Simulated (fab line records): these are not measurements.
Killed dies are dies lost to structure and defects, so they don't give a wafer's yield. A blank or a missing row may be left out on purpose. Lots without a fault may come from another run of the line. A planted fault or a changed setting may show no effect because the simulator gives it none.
fab line records    flow nand_harc
record lots=15  wafers=45  last_day=34
route steps=1302 shown P_GATE@174
lots with no fault: from the same line, run without faults
start_h: hours from the record's first day to the start of the lot's first wafer shown    wait_h: how many hours have passed since the lot's step before this one    " unchanged from the row above    L1.1+2: a row that stands for several wafers    - value missing, or start not given    * or withheld: withheld    < > ~ a bound
route shown NAME@n: names a module that has steps shown in the file, with the first one's number in the route    usual: average and standard deviation across the fault-free wafers    same: alike in all rows    chamber/n: place in a boat    sites: readings site by site    _std_site: how widely they spread, as a standard deviation    _edge_site: mean of outer sites minus mean of inner sites    radius_mm: for every site, how far away it sits from the centre of the wafer    mask NAME#n: copy n    behind: the tool/chamber that last shaped the wafer    hold: cause of the lot's hold/its duration in hours/its outcome    device: the n, p or np transistor that did not switch    end of line: the route-end tests of the same wafers    a step with no rows: only its recipe    killed: the dies lost at the first sort to structure and to defects; this is not the yield of the wafer    map: the dies of a wafer, with x for killed, . for not killed, _ for no die there
set.NAME: the setting the step ran with; set.NAME@STEP: the setting that earlier step ran with    model.NAME: the simulator's own value behind a step, which no gauge read
a sample of lots followed through the steps of the route, with each step as a table and each wafer as a row
services: the hour from which a tool's chamber was out of use, counted from the record's first day as start_h (under 0 if before that day), plus the number of hours and why
## steps
# step NHARC_P_GATE_STRIP_111
# recipe power_w=1500  temp_c=110  time_s=250  chemistry=N2/H2
# usual drypump_motor_current_A=5.8/0.33  heater_power_w=94/11
lot.wafer  tool             chamber  start_h  wait_h  drypump_motor_current_A  heater_power_w  rf_hours_counter_h
L698.1     plasma_asher-01  0        107.58   0.2     5.4                      90              22
L698.3     "                1        "        "       6.3                      83              -
L698.5     "                1        "        "       6.4                      84              -
L699.1     plasma_asher-01  1        123.57   0.2     6.4                      83              24
L699.2     "                0        "        "       5.4                      90              24
L699.4     "                1        "        "       6.3                      85              -
L701.1     plasma_asher-02  1        138.85   0.2     5.8                      114             10
L701.6     "                0        "        "       5.7                      91              -
L701.5     "                1        "        "       5.8                      109             -
L702.3     plasma_asher-01  0        150.70   0.2     5.4                      89              -
L702.6     "                0        "        "       5.4                      91              -
L702.5     "                1        "        "       6.3                      86              -
L703.1     plasma_asher-02  1        163.75   0.2     5.8                      111             18
L703.2     "                0        "        "       5.7                      92              18
L703.6     "                0        "        "       5.6                      91              -
L704.3     plasma_asher-02  0        169.25   0.3     5.7                      92              -
L704.5     "                1        "        "       5.8                      115             -
L704.6     "                0        "        "       5.7                      90              -
L705.3     plasma_asher-02  1        173.98   0.2     5.8                      108             -
L705.4     "                0        "        "       5.7                      87              -
L705.5     "                1        "        "       5.8                      111             -
L710.1     plasma_asher-02  1        233.46   0.2     5.8                      110             30
L710.2     "                0        "        "       5.7                      91              30
L710.4     "                0        "        "       5.7                      90              -
L711.1     plasma_asher-01  0        257.30   0.4     5.4                      87              19
L711.6     "                1        "        "       6.4                      81              -
L711.5     "                0        "        "       5.4                      89              -
L712.1     plasma_asher-01  0        258.03   0.8     5.4                      89              20
L712.5     "                1        "        "       6.3                      81              -
L712.6     "                0        "        "       5.4                      90              -
L715.1     plasma_asher-01  1        281.33   0.2     6.3                      81              26
L715.2     "                0        "        "       5.4                      91              26
L715.4     "                1        "        "       6.4                      82              -
L716.3     plasma_asher-01  0        287.62   0.2     5.4                      89              -
L716.4     "                1        "        "       6.3                      82              -
L716.5     "                1        "        "       6.3                      81              -
L718.2     plasma_asher-02  0        302.73   0.2     5.7                      95              8
L718.4     "                1        "        "       5.8                      112             -
L718.3     "                0        "        "       5.7                      95              -
L720.1     plasma_asher-02  1        328.04   0.2     5.8                      113             13
L720.2     "                0        "        "       5.7                      97              13
L720.5     "                0        "        "       5.7                      97              -
L721.2     plasma_asher-02  1        341.74   0.2     5.8                      108             15
L721.4     "                0        "        "       5.7                      95              -
L721.6     "                0        "        "       5.7                      95              -
# step NHARC_P_GATE_PEB_89
# recipe peb_temp_c=118  peb_time_s=85
# usual chill_plate_temp_C=22.99/0.11  exhaust_pa=45.1/0.89  heater_power_total_W=164.00/0.27
lot.wafer  tool            chamber  start_h  wait_h  chill_plate_temp_C  exhaust_pa  heater_power_total_W
L698.1     litho_track-03  0        110.31   0.1     22.94               44.4        164.27
L698.3     "               0        "        "       22.80               45.6        164.36
L698.5     "               0        "        "       22.95               43.4        163.64
L699.1     litho_track-03  0        126.30   0.1     22.91               43.9        164.43
L699.2     "               0        "        "       22.91               44.3        163.64
L699.4     "               0        "        "       22.95               44.6        164.29
L701.1     litho_track-03  0        141.52   0.1     23.00               45.4        164.09
L701.5     "               0        "        "       22.95               45.8        163.94
L701.6     "               0        "        "       23.03               45.6        163.66
L702.3     litho_track-03  -        153.44   0.1     -                   -           -
L702.5     "               -        "        "       -                   -           -
L702.6     "               -        "        "       -                   -           -
L703.1     litho_track-03  -        166.38   0.1     -                   -           -
L703.2     "               -        "        "       -                   -           -
L703.6     "               -        "        "       -                   -           -
L704.3     litho_track-03  -        171.87   0.1     -                   -           -
L704.5     "               -        "        "       -                   -           -
L704.6     "               -        "        "       -                   -           -
L705.3     litho_track-03  0        176.60   0.1     23.11               45.2        164.30
L705.4     "               0        "        "       23.15               46.6        163.95
L705.5     "               0        "        "       23.11               46.0        164.15
L710.1     litho_track-03  0        236.18   0.1     22.93               45.4        163.68
L710.2     "               0        "        "       23.09               44.4        164.43
L710.4     "               0        "        "       23.01               45.0        164.41
L711.1     litho_track-05  0        260.10   0.1     23.22               44.9        163.73
L711.5     "               0        "        "       23.13               44.4        164.11
L711.6     "               0        "        "       23.31               44.4        163.86
L712.1     litho_track-05  0        260.82   0.1     22.97               45.8        163.79
L712.5     "               0        "        "       23.00               45.0        164.02
L712.6     "               0        "        "       23.11               44.9        163.78
L715.1     litho_track-05  0        284.17   0.1     22.86               44.4        163.67
L715.2     "               0        "        "       22.80               44.5        164.36
L715.4     "               0        "        "       22.80               44.1        164.01
L716.3     litho_track-03  0        290.26   0.1     22.82               45.3        163.68
L716.4     "               0        "        "       23.09               44.6        163.66
L716.5     "               0        "        "       22.99               45.7        164.39
L718.2     litho_track-03  0        305.53   0.1     22.96               47.3        163.75
L718.3     "               0        "        "       22.72               45.8        164.05
L718.4     "               0        "        "       22.91               45.7        164.13
L720.1     litho_track-05  0        330.94   0.1     22.93               45.6        164.14
L720.2     "               0        "        "       23.02               43.9        164.28
L720.5     "               0        "        "       23.01               44.7        164.33
L721.2     litho_track-05  0        344.55   0.1     22.95               44.8        164.18
L721.4     "               0        "        "       23.09               44.1        164.07
L721.6     "               0        "        "       22.99               44.6        163.64
# step NHARC_P_GATE_DESCUM_93
# recipe time_s=3  o2_flow_sccm=200  ar_flow_sccm=0  bias_power_w=0  chemistry=O2
# usual drypump_motor_current_A=5.8/0.4  oes_product_au=0.996/0.0067  rf_vpp_V=57.8/0.99  showerhead_plenum_p_Torr=1.94/0.076  throttle_valve_pct=11.310/0.0088
lot.wafer  tool         chamber  start_h  wait_h  drypump_motor_current_A  oes_product_au  rf_hours_counter_h  rf_vpp_V  showerhead_plenum_p_Torr  throttle_valve_pct
L698.1     rie_diel-07  2        110.60   -       5.0                      1.006           8                   57.3      1.92                      11.319
L698.3     "            3        "        "       5.8                      0.991           8                   59.0      2.01                      11.305
L698.5     "            1        "        "       6.1                      0.994           -                   57.3      1.87                      11.315
L699.4     rie_diel-10  3        126.55   -       5.6                      0.991           3                   59.1      1.97                      11.305
L699.1     "            0        "        "       5.5                      0.999           3                   56.4      1.94                      11.308
L699.2     "            2        "        "       6.1                      0.985           2                   57.7      2.04                      11.318
L701.1     rie_diel-13  0        141.77   -       6.1                      1.004           9                   56.5      1.93                      11.301
L701.5     "            0        "        "       6.1                      1.005           -                   58.2      1.93                      11.305
L701.6     "            1        "        "       5.4                      0.998           -                   58.8      2.06                      11.316
L702.3     rie_diel-07  3        153.70   -       5.8                      1.005           2                   60.1      2.01                      11.331
L702.5     "            2        "        "       5.0                      1.003           -                   56.7      1.92                      11.317
L702.6     "            3        "        "       5.8                      1.001           -                   58.3      2.01                      11.313
L703.2     rie_diel-10  3        166.63   -       5.6                      1.003           5                   58.6      1.97                      11.301
L703.1     "            1        "        "       6.0                      0.992           6                   57.0      1.85                      11.298
L703.6     "            0        "        "       5.5                      0.992           -                   57.6      1.94                      11.302
L704.3     rie_diel-07  1        172.14   -       6.1                      0.989           3                   57.3      1.87                      11.319
L704.6     "            3        "        "       5.8                      0.999           -                   56.4      2.01                      11.313
L704.5     "            0        "        "       6.3                      0.992           -                   57.3      1.81                      11.301
L705.4     rie_diel-10  3        176.86   -       5.6                      0.989           6                   57.8      1.97                      11.301
L705.3     "            0        "        "       5.5                      1.006           6                   56.5      1.94                      11.320
L705.5     "            3        "        "       5.6                      0.999           -                   58.2      1.97                      11.298
L710.4     rie_diel-10  0        236.43   -       5.4                      0.995           9                   57.7      1.94                      11.309
L710.2     "            2        "        "       6.1                      0.993           8                   57.5      2.04                      11.294
L710.1     "            3        "        "       5.6                      0.983           8                   57.8      1.97                      11.319
L711.1     rie_diel-10  0        260.39   -       5.5                      0.998           0                   59.5      1.94                      11.309
L711.6     "            1        "        "       6.0                      1.001           -                   58.0      1.85                      11.318
L711.5     "            2        "        "       6.1                      0.989           -                   59.8      2.04                      11.309
L712.1     rie_diel-07  3        261.07   -       5.8                      0.992           9                   59.2      2.01                      11.305
L712.6     "            3        "        "       5.8                      1.002           -                   57.8      2.01                      11.334
L712.5     "            0        "        "       6.4                      0.987           -                   58.3      1.81                      11.325
L715.4     rie_diel-10  0        284.42   -       5.4                      0.992           1                   57.4      1.94                      11.291
L715.2     "            2        "        "       6.1                      0.999           1                   57.2      2.04                      11.302
L715.1     "            3        "        "       5.6                      0.988           1                   58.5      1.97                      11.310
L716.3     rie_diel-10  1        290.52   -       6.0                      1.002           2                   56.7      1.85                      11.322
L716.4     "            2        "        "       6.1                      1.000           2                   58.2      2.04                      11.304
L716.5     "            1        "        "       6.1                      1.005           -                   54.7      1.85                      11.312
L718.4     rie_diel-10  0        305.78   -       5.5                      0.983           3                   57.2      1.94                      11.313
L718.2     "            2        "        "       6.1                      0.993           2                   57.3      2.04                      11.321
L718.3     "            3        "        "       5.6                      0.993           2                   59.4      1.97                      11.322
L720.2     rie_diel-13  1        331.19   -       5.4                      0.982           10                  59.8      2.05                      11.299
L720.1     "            0        "        "       6.1                      0.995           10                  58.8      1.93                      11.313
L720.5     "            2        "        "       5.0                      0.999           -                   56.9      1.99                      11.306
L721.4     rie_diel-07  2        344.82   -       5.0                      0.983           2                   58.3      1.91                      11.316
L721.2     "            3        "        "       5.8                      0.989           2                   58.6      2.01                      11.314
L721.6     "            0        "        "       6.3                      0.991           -                   57.0      1.81                      11.294
# step NHARC_P_GATE_RTA_64
# recipe temp_c=1050  time_s=1
# usual lamp_power_pct=32.5/1.4  wafer_temp_C_max=1053.8/0.81
lot.wafer  tool           chamber  start_h  wait_h  lamp_power_pct  wafer_temp_C_max
L698.1     rtp_anneal-02  0        112.22   -       34.5            1052.9
L698.3     "              0        "        "       34.5            1054.5
L698.5     "              0        "        "       34.5            1053.2
L699.1     rtp_anneal-01  0        128.20   -       31.5            1053.2
L699.2     "              0        "        "       31.5            1053.0
L699.4     "              0        "        "       31.5            1051.8
L701.1     rtp_anneal-01  0        143.42   -       31.5            1052.6
L701.5     "              0        "        "       31.5            1053.2
L701.6     "              0        "        "       31.5            1053.2
L702.3     rtp_anneal-01  0        155.39   -       31.5            1052.3
L702.5     "              0        "        "       31.4            1052.3
L702.6     "              0        "        "       31.5            1053.1
L703.1     rtp_anneal-02  0        168.29   -       34.5            1053.7
L703.2     "              0        "        "       34.4            1056.0
L703.6     "              0        "        "       34.4            1054.3
L704.3     rtp_anneal-02  0        173.82   -       34.5            1052.6
L704.5     "              0        "        "       34.5            1053.7
L704.6     "              0        "        "       34.5            1054.3
L705.3     rtp_anneal-01  0        178.56   -       31.5            1053.6
L705.4     "              0        "        "       31.5            1052.1
L705.5     "              0        "        "       31.5            1053.5
L710.1     rtp_anneal-01  0        238.08   -       31.5            1053.7
L710.2     "              0        "        "       31.4            1054.0
L710.4     "              0        "        "       31.5            1054.4
L711.1     rtp_anneal-02  0        262.00   -       34.5            1054.0
L711.5     "              0        "        "       34.5            1055.8
L711.6     "              0        "        "       34.5            1053.2
L712.1     rtp_anneal-02  0        262.78   -       34.5            1054.0
L712.5     "              0        "        "       34.5            1054.6
L712.6     "              0        "        "       34.5            1054.0
L715.1     rtp_anneal-01  0        286.07   -       31.5            1053.2
L715.2     "              0        "        "       31.5            1053.6
L715.4     "              0        "        "       31.4            1053.7
L716.3     rtp_anneal-01  0        292.22   -       31.5            1054.5
L716.4     "              0        "        "       31.5            1054.2
L716.5     "              0        "        "       31.5            1054.1
L718.2     rtp_anneal-01  0        307.73   -       31.5            1053.4
L718.3     "              0        "        "       31.5            1053.2
L718.4     "              0        "        "       31.5            1053.6
L720.1     rtp_anneal-01  0        332.85   -       31.5            1053.0
L720.2     "              0        "        "       31.5            1054.2
L720.5     "              0        "        "       31.5            1053.3
L721.2     rtp_anneal-01  0        346.64   -       31.5            1053.2
L721.4     "              0        "        "       31.5            1053.3
L721.6     "              0        "        "       31.5            1053.9
## services
tool             chamber  start_h  hours  kind
rie_diel-07      2        86.73    1.4    repair
plasma_asher-02  -        95.79    1.3    repair
rie_diel-13      3        96.93    3.6    repair
rie_diel-07      0        99.77    5.6    repair
litho_track-03   -        100.00   7.0    pm
rie_diel-07      -        117.20   9.0    pm
litho_track-05   -        124.00   7.0    pm
rie_diel-10      2        132.29   2.6    repair
plasma_asher-01  -        134.91   9.2    repair
plasma_asher-01  -        165.00   9.0    pm
plasma_asher-02  -        196.08   9.7    repair
plasma_asher-01  -        212.67   0.5    repair
rie_diel-07      1        241.12   4.1    repair
rie_diel-10      -        242.50   9.0    pm
plasma_asher-02  -        249.23   9.0    pm
rie_diel-10      -        261.09   1.0    repair
rie_diel-07      -        271.60   0.8    repair
litho_track-03   -        275.00   7.0    pm
plasma_asher-02  -        277.03   2.8    repair
rtp_anneal-02    -        282.60   31.3   repair
rie_diel-07      -        294.20   9.0    pm
litho_track-05   -        299.00   7.0    pm
plasma_asher-01  -        342.13   9.0    pm
rie_diel-10      2        346.46   3.2    repair
## key
first_sign step=NHARC_P_GATE_PEB_89  reading=tool_record  direction=missing
effect none on later readings
met_at NHARC_P_GATE_PEB_89
struck_lots L702,L703,L704
scrapped_behind NHARC_P_CONTACT_INSPECT_14 L702.3,L702.5,L702.6,L703.1,L703.2,L703.6,L704.3,L704.5,L704.6
not_acting_at NHARC_P_GATE_STRIP_111,NHARC_P_GATE_DESCUM_93,NHARC_P_GATE_RTA_64
onset_between 141.52 153.44
fault kind=skipped_step_whole  tool=litho_track-03  chamber=-  onset_h=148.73  steps=NHARC_P_GATE_PEB_89  scope=struck_lots_only
